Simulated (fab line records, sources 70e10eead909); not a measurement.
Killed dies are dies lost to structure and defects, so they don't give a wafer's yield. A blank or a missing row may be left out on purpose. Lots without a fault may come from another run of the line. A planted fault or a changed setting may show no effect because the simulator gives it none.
Chamber matching | flow nand_harc | NHARC_P_GATE_STRIP_108 on rie_diel-05: 4 sister chambers
The step strips in O2. 4 wafers are shown with their chamber, then 11 later ones without.

WAFERS WITH THEIR CHAMBER
wafer  | chamber | showerhead_plenum_p_Torr (Torr)
L089.4 | 0       | 3.39
L090.3 | 1       | 3.69
L090.4 | 2       | 3.64
L093.1 | 3       | 3.42

WAFERS WITHOUT THEIR CHAMBER
wafer  | showerhead_plenum_p_Torr (Torr)
L093.4 | 3.39
L093.6 | 3.42
L095.1 | 3.39
L095.4 | 3.69
L095.5 | 3.42
L097.1 | 3.39
L097.3 | 3.63
L097.6 | 3.69
L097.2 | 3.69
L097.4 | 3.42
L097.5 | 3.39

WHICH CHAMBER EACH WENT THROUGH
wafer  | from the rows above | in truth
L093.4 | 0                   | 0
L093.6 | 3                   | 3
L095.1 | 0                   | 0
L095.4 | 1                   | 1
L095.5 | 3                   | 3
L097.1 | 0                   | 0
L097.3 | 2                   | 2
L097.6 | 1                   | 1
L097.2 | 1                   | 1
L097.4 | 3                   | 3
L097.5 | 0                   | 0
Placed correctly: 11 of 11. Can't be placed from these rows: 0. Placed wrongly: 0.
How it was worked out, from the rows above alone: a wafer's distance from a chamber is the root of the sum, over the readings, of the square of ((its reading less the chamber's mean) divided by the reading's scatter). The wafer belongs to the nearest chamber; if the next one is less than 2 further off, it can't be placed. A chamber's mean is the mean of its shown wafers. The scatter: with one shown wafer a chamber, the root of the mean of the squares of how far each hidden wafer lies from its nearest shown one.
